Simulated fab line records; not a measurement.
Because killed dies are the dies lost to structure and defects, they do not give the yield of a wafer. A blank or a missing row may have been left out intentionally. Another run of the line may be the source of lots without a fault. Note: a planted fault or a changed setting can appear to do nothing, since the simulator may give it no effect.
Which tool is to blame? || flow nand-harc || 39 wafers from 13 lots sampled at 5 of the route's 1159 steps

WHAT THE GAUGES SHOWED, per wafer
NHARC_END_SORT_01. Usual: killed-at-array 26, standard deviation 10; killed-at-other 0.5, standard deviation 0.87; killed-at-periphery 3.0, standard deviation 2.5; killed-dies 29, standard deviation 11; killed-open 3.3, standard deviation 1.9; killed-short 1.8, standard deviation 1.5.
{"lot": "L217", "measured": "day 24 05:56", "on": "prober-01", "killed-at-array": "672 32 30", "killed-at-other": "1 0 1", "killed-at-periphery": "4 4 2", "killed-dies": "677 36 33", "killed-open": "2 4 6", "killed-short": "5 2 0", "flag": "OFF"}
{"lot": "L221", "measured": "day 24 23:58", "on": "prober-01", "killed-at-array": "670 27 18", "killed-at-other": "1 1 2", "killed-at-periphery": "6 9 5", "killed-dies": "677 37 25", "killed-open": "3 4 0", "killed-short": "3 1 3", "flag": "OFF"}

WHAT TOOL EACH LOT RAN ON (gives the tool, then ch and the chambers of the sampled wafers, and finally the start)
{"lot": "L200", "NHARC_A_BLC_PVD_32": "pvd-sputter-02, day 17 08:41", "NHARC_A_BONDPAD_DEGAS_25": "pvd-sputter-01, day 18 01:44", "NHARC_A_BONDPAD_ANNEAL_28": "rtp-anneal-02 ch 0, day 18 02:29", "NHARC_HYBRID_BOND_ACTIVATE_00": "rie-diel-04 ch 0,1,3, day 18 03:26"}
{"lot": "L203", "NHARC_A_BLC_PVD_32": "pvd-sputter-03, day 17 16:08", "NHARC_A_BONDPAD_DEGAS_25": "pvd-sputter-02, day 18 04:54", "NHARC_A_BONDPAD_ANNEAL_28": "rtp-anneal-02 ch 0, day 18 05:41", "NHARC_HYBRID_BOND_ACTIVATE_00": "rie-diel-07 ch 0,2, day 18 06:40"}
{"lot": "L201", "NHARC_A_BLC_PVD_32": "pvd-sputter-01, day 17 19:42", "NHARC_A_BONDPAD_DEGAS_25": "pvd-sputter-01, day 18 12:31", "NHARC_A_BONDPAD_ANNEAL_28": "rtp-anneal-02 ch 0, day 18 13:29", "NHARC_HYBRID_BOND_ACTIVATE_00": "rie-diel-04 ch 1,2, day 18 14:22"}
{"lot": "L202", "NHARC_A_BLC_PVD_32": "pvd-sputter-02, day 17 21:17", "NHARC_A_BONDPAD_DEGAS_25": "pvd-sputter-01, day 18 13:14", "NHARC_A_BONDPAD_ANNEAL_28": "rtp-anneal-02 ch 0, day 18 13:59", "NHARC_HYBRID_BOND_ACTIVATE_00": "rie-diel-04 ch 1,2,3, day 18 14:55"}
{"lot": "L206", "NHARC_A_BLC_PVD_32": "pvd-sputter-02, day 18 13:49", "NHARC_A_BONDPAD_DEGAS_25": "pvd-sputter-02, day 19 06:08", "NHARC_A_BONDPAD_ANNEAL_28": "rtp-anneal-01 ch 0, day 19 06:52", "NHARC_HYBRID_BOND_ACTIVATE_00": "rie-diel-04 ch 1,2,3, day 19 07:48"}
{"lot": "L209", "NHARC_A_BLC_PVD_32": "pvd-sputter-02, day 19 15:35", "NHARC_A_BONDPAD_DEGAS_25": "pvd-sputter-02, day 20 03:58", "NHARC_A_BONDPAD_ANNEAL_28": "rtp-anneal-01 ch 0, day 20 04:59", "NHARC_HYBRID_BOND_ACTIVATE_00": "rie-diel-04 ch 0,1, day 20 05:55"}
{"lot": "L211", "NHARC_A_BLC_PVD_32": "pvd-sputter-02, day 20 10:20", "NHARC_A_BONDPAD_DEGAS_25": "pvd-sputter-02, day 21 00:18", "NHARC_A_BONDPAD_ANNEAL_28": "rtp-anneal-01 ch 0, day 21 01:05", "NHARC_HYBRID_BOND_ACTIVATE_00": "rie-diel-04 ch 1,2,3, day 21 01:57"}
{"lot": "L214", "NHARC_A_BLC_PVD_32": "pvd-sputter-03, day 21 07:13", "NHARC_A_BONDPAD_DEGAS_25": "pvd-sputter-03, day 22 00:06", "NHARC_A_BONDPAD_ANNEAL_28": "rtp-anneal-01 ch 0, day 22 01:04", "NHARC_HYBRID_BOND_ACTIVATE_00": "rie-diel-04 ch 0,2,3, day 22 02:11"}
{"lot": "L215", "NHARC_A_BLC_PVD_32": "pvd-sputter-01, day 21 08:16", "NHARC_A_BONDPAD_DEGAS_25": "pvd-sputter-02, day 22 00:46", "NHARC_A_BONDPAD_ANNEAL_28": "rtp-anneal-01 ch 0, day 22 01:36", "NHARC_HYBRID_BOND_ACTIVATE_00": "rie-diel-03 ch 1,2,3, day 22 02:47"}
{"lot": "L216", "NHARC_A_BLC_PVD_32": "pvd-sputter-03, day 21 21:28", "NHARC_A_BONDPAD_DEGAS_25": "pvd-sputter-02, day 22 15:14", "NHARC_A_BONDPAD_ANNEAL_28": "rtp-anneal-01 ch 0, day 22 16:04", "NHARC_HYBRID_BOND_ACTIVATE_00": "rie-diel-04 ch 0,2,3, day 22 17:01"}
{"lot": "L217", "NHARC_A_BLC_PVD_32": "pvd-sputter-03, day 22 05:17", "NHARC_A_BONDPAD_DEGAS_25": "pvd-sputter-03, day 22 20:59", "NHARC_A_BONDPAD_ANNEAL_28": "rtp-anneal-01 ch 0, day 22 21:51", "NHARC_HYBRID_BOND_ACTIVATE_00": "rie-diel-07 ch 2,3, day 22 22:44"}
{"lot": "L221", "NHARC_A_BLC_PVD_32": "pvd-sputter-03, day 22 22:46", "NHARC_A_BONDPAD_DEGAS_25": "pvd-sputter-03, day 23 16:22", "NHARC_A_BONDPAD_ANNEAL_28": "rtp-anneal-02 ch 0, day 23 17:17", "NHARC_HYBRID_BOND_ACTIVATE_00": "rie-diel-04 ch 1,2, day 23 18:05"}
{"lot": "L223", "NHARC_A_BLC_PVD_32": "pvd-sputter-01, day 23 05:17", "NHARC_A_BONDPAD_DEGAS_25": "pvd-sputter-03, day 23 18:49", "NHARC_A_BONDPAD_ANNEAL_28": "rtp-anneal-02 ch 0, day 23 19:44", "NHARC_HYBRID_BOND_ACTIVATE_00": "rie-diel-07 ch 1,2,3, day 23 20:43"}
- NHARC_A_BLC_PVD_32: deposits Ti, target thk 5 nm, time 17.7 s.
- NHARC_A_BONDPAD_DEGAS_25: time 60 s.
- NHARC_A_BONDPAD_ANNEAL_28: time 90 s.
- NHARC_HYBRID_BOND_ACTIVATE_00: chemistry N2, time 60 s.

AS READ BY THE TOOLS THEMSELVES (means over the sampled wafers that have a number; for cases with no such wafer, the mark the record gives instead)
NHARC_A_BLC_PVD_32. Usual: chamber-pressure-pa 5.001 Pa, standard deviation 0.01; throttle-valve-pct 30.0 %, standard deviation 1.4.
{"lot": "L200", "tool": "pvd-sputter-02", "chamber-pressure-pa (Pa)": 5.008, "throttle-valve-pct (%)": 30.0, "flag": ""}
{"lot": "L203", "tool": "pvd-sputter-03", "chamber-pressure-pa (Pa)": 5.014, "throttle-valve-pct (%)": 28.9, "flag": ""}
{"lot": "L201", "tool": "pvd-sputter-01", "chamber-pressure-pa (Pa)": 5.011, "throttle-valve-pct (%)": 28.4, "flag": ""}
{"lot": "L202", "tool": "pvd-sputter-02", "chamber-pressure-pa (Pa)": 5.003, "throttle-valve-pct (%)": 30.2, "flag": ""}
{"lot": "L206", "tool": "pvd-sputter-02", "chamber-pressure-pa (Pa)": 4.998, "throttle-valve-pct (%)": 30.3, "flag": ""}
{"lot": "L209", "tool": "pvd-sputter-02", "chamber-pressure-pa (Pa)": 4.991, "throttle-valve-pct (%)": 30.4, "flag": ""}
{"lot": "L211", "tool": "pvd-sputter-02", "chamber-pressure-pa (Pa)": 5.002, "throttle-valve-pct (%)": 30.2, "flag": ""}
{"lot": "L214", "tool": "pvd-sputter-03", "chamber-pressure-pa (Pa)": 4.999, "throttle-valve-pct (%)": 30.1, "flag": ""}
{"lot": "L215", "tool": "pvd-sputter-01", "chamber-pressure-pa (Pa)": 5.001, "throttle-valve-pct (%)": 28.3, "flag": ""}
{"lot": "L216", "tool": "pvd-sputter-03", "chamber-pressure-pa (Pa)": 5.003, "throttle-valve-pct (%)": 30.5, "flag": ""}
{"lot": "L217", "tool": "pvd-sputter-03", "chamber-pressure-pa (Pa)": 4.999, "throttle-valve-pct (%)": 29.5, "flag": ""}
{"lot": "L221", "tool": "pvd-sputter-03", "chamber-pressure-pa (Pa)": 5.009, "throttle-valve-pct (%)": 29.5, "flag": ""}
{"lot": "L223", "tool": "pvd-sputter-01", "chamber-pressure-pa (Pa)": 4.998, "throttle-valve-pct (%)": 29.9, "flag": ""}

NHARC_A_BONDPAD_DEGAS_25. Usual: heater-power-w reads 475 W (standard deviation 48).
{"lot": "L200", "tool": "pvd-sputter-01", "heater-power-w (W)": 450, "flag": ""}
{"lot": "L203", "tool": "pvd-sputter-02", "heater-power-w (W)": 482, "flag": ""}
{"lot": "L201", "tool": "pvd-sputter-01", "heater-power-w (W)": 455, "flag": ""}
{"lot": "L202", "tool": "pvd-sputter-01", "heater-power-w (W)": 439, "flag": ""}
{"lot": "L206", "tool": "pvd-sputter-02", "heater-power-w (W)": 463, "flag": ""}
{"lot": "L209", "tool": "pvd-sputter-02", "heater-power-w (W)": 474, "flag": ""}
{"lot": "L211", "tool": "pvd-sputter-02", "heater-power-w (W)": 520, "flag": ""}
{"lot": "L214", "tool": "pvd-sputter-03", "heater-power-w (W)": 508, "flag": ""}
{"lot": "L215", "tool": "pvd-sputter-02", "heater-power-w (W)": 544, "flag": ""}
{"lot": "L216", "tool": "pvd-sputter-02", "heater-power-w (W)": 534, "flag": ""}
{"lot": "L217", "tool": "pvd-sputter-03", "heater-power-w (W)": 536, "flag": ""}
{"lot": "L221", "tool": "pvd-sputter-03", "heater-power-w (W)": 488, "flag": ""}
{"lot": "L223", "tool": "pvd-sputter-03", "heater-power-w (W)": 505, "flag": ""}

NHARC_A_BONDPAD_ANNEAL_28. Usual: wafer_temp_C_max reads 226.0 (standard deviation 0.35).
{"lot": "L200", "tool": "rtp-anneal-02", "wafer_temp_C_max": 226.5, "flag": ""}
{"lot": "L203", "tool": "rtp-anneal-02", "wafer_temp_C_max": 226.7, "flag": ""}
{"lot": "L201", "tool": "rtp-anneal-02", "wafer_temp_C_max": 226.2, "flag": ""}
{"lot": "L202", "tool": "rtp-anneal-02", "wafer_temp_C_max": 225.8, "flag": ""}
{"lot": "L206", "tool": "rtp-anneal-01", "wafer_temp_C_max": 225.7, "flag": ""}
{"lot": "L209", "tool": "rtp-anneal-01", "wafer_temp_C_max": 225.7, "flag": ""}
{"lot": "L211", "tool": "rtp-anneal-01", "wafer_temp_C_max": 225.9, "flag": ""}
{"lot": "L214", "tool": "rtp-anneal-01", "wafer_temp_C_max": 225.8, "flag": ""}
{"lot": "L215", "tool": "rtp-anneal-01", "wafer_temp_C_max": 225.8, "flag": ""}
{"lot": "L216", "tool": "rtp-anneal-01", "wafer_temp_C_max": 225.8, "flag": ""}
{"lot": "L217", "tool": "rtp-anneal-01", "wafer_temp_C_max": 225.9, "flag": ""}
{"lot": "L221", "tool": "rtp-anneal-02", "wafer_temp_C_max": 225.9, "flag": ""}
{"lot": "L223", "tool": "rtp-anneal-02", "wafer_temp_C_max": 226.1, "flag": ""}

NHARC_HYBRID_BOND_ACTIVATE_00. Usual: drypump-motor-current-A 5.7 A, standard deviation 0.54; mfc-ar-sccm 0.003 sccm, standard deviation 0.0042; oes-product-au 1.003 a.u., standard deviation 0.0089; rf-vpp-V 64.4 V, standard deviation 0.85; showerhead-plenum-p-Torr 1.82 Torr, standard deviation 0.046.
{"lot": "L200", "tool": "rie-diel-04", "drypump-motor-current-A (A)": 5.6, "mfc-ar-sccm (sccm)": 0.000, "oes-product-au (a.u.)": 1.007, "rf-vpp-V (V)": 63.6, "showerhead-plenum-p-Torr (Torr)": 1.83, "flag": ""}
{"lot": "L203", "tool": "rie-diel-07", "drypump-motor-current-A (A)": 5.6, "mfc-ar-sccm (sccm)": 0.000, "oes-product-au (a.u.)": 1.010, "rf-vpp-V (V)": 63.5, "showerhead-plenum-p-Torr (Torr)": 1.77, "flag": ""}
{"lot": "L201", "tool": "rie-diel-04", "drypump-motor-current-A (A)": 5.7, "mfc-ar-sccm (sccm)": 0.006, "oes-product-au (a.u.)": 1.015, "rf-vpp-V (V)": 64.0, "showerhead-plenum-p-Torr (Torr)": 1.87, "flag": ""}
{"lot": "L202", "tool": "rie-diel-04", "drypump-motor-current-A (A)": 5.9, "mfc-ar-sccm (sccm)": 0.003, "oes-product-au (a.u.)": 1.015, "rf-vpp-V (V)": 63.7, "showerhead-plenum-p-Torr (Torr)": 1.86, "flag": ""}
{"lot": "L206", "tool": "rie-diel-04", "drypump-motor-current-A (A)": 5.9, "mfc-ar-sccm (sccm)": 0.003, "oes-product-au (a.u.)": 1.007, "rf-vpp-V (V)": 64.3, "showerhead-plenum-p-Torr (Torr)": 1.86, "flag": ""}
{"lot": "L209", "tool": "rie-diel-04", "drypump-motor-current-A (A)": 5.2, "mfc-ar-sccm (sccm)": 0.000, "oes-product-au (a.u.)": 1.007, "rf-vpp-V (V)": 64.0, "showerhead-plenum-p-Torr (Torr)": 1.82, "flag": ""}
{"lot": "L211", "tool": "rie-diel-04", "drypump-motor-current-A (A)": 5.9, "mfc-ar-sccm (sccm)": 0.003, "oes-product-au (a.u.)": 0.994, "rf-vpp-V (V)": 64.3, "showerhead-plenum-p-Torr (Torr)": 1.85, "flag": ""}
{"lot": "L214", "tool": "rie-diel-04", "drypump-motor-current-A (A)": 5.5, "mfc-ar-sccm (sccm)": 0.003, "oes-product-au (a.u.)": 0.993, "rf-vpp-V (V)": 64.8, "showerhead-plenum-p-Torr (Torr)": 1.84, "flag": ""}
{"lot": "L215", "tool": "rie-diel-03", "drypump-motor-current-A (A)": 5.7, "mfc-ar-sccm (sccm)": 0.004, "oes-product-au (a.u.)": 1.004, "rf-vpp-V (V)": 64.0, "showerhead-plenum-p-Torr (Torr)": 1.79, "flag": ""}
{"lot": "L216", "tool": "rie-diel-04", "drypump-motor-current-A (A)": 5.5, "mfc-ar-sccm (sccm)": 0.003, "oes-product-au (a.u.)": 0.995, "rf-vpp-V (V)": 63.5, "showerhead-plenum-p-Torr (Torr)": 1.84, "flag": ""}
{"lot": "L217", "tool": "rie-diel-07", "drypump-motor-current-A (A)": 5.6, "mfc-ar-sccm (sccm)": 0.002, "oes-product-au (a.u.)": 0.990, "rf-vpp-V (V)": 64.2, "showerhead-plenum-p-Torr (Torr)": 1.73, "flag": ""}
{"lot": "L221", "tool": "rie-diel-04", "drypump-motor-current-A (A)": 5.8, "mfc-ar-sccm (sccm)": 0.004, "oes-product-au (a.u.)": 1.002, "rf-vpp-V (V)": 65.2, "showerhead-plenum-p-Torr (Torr)": 1.86, "flag": ""}
{"lot": "L223", "tool": "rie-diel-07", "drypump-motor-current-A (A)": 6.0, "mfc-ar-sccm (sccm)": 0.001, "oes-product-au (a.u.)": 0.988, "rf-vpp-V (V)": 65.1, "showerhead-plenum-p-Torr (Torr)": 1.73, "flag": ""}

THE ANSWER, worked out from the rows above alone
Rule: take the mean of a lot's wafers that have a number; if it is more than 3 standard deviations from the usual mean, the lot is off. Also off: a lot with no number at a reading for which 4 or more lots have one. Any other lot the step has rows for is counted as sound. First the gauges in route order, then the tools' own readings, where a lot's mean is used as printed above. At the first step where some lot is off, the reading lying furthest off is the one used; lots without a number count as furthest.
Off at NHARC_END_SORT_01 (killed-at-array): L217, L221. Neither off nor sound, because the step has no rows for them: L200, L203, L201, L202, L206, L209, L211, L214, L215, L216, L223.
If a tool, at a process step before that reading, ran all the lots that are off and no sound lot after the first of them, it fits. Gauges at NHARC_END_SORT_01: tried the same way as those tools. 2 tools fit, pvd-sputter-03 at NHARC_A_BLC_PVD_32 and NHARC_A_BONDPAD_DEGAS_25 and prober-01 at NHARC_END_SORT_01, so this cannot tell which one it is.

WHAT THE SIMULATOR HAD PUT IN
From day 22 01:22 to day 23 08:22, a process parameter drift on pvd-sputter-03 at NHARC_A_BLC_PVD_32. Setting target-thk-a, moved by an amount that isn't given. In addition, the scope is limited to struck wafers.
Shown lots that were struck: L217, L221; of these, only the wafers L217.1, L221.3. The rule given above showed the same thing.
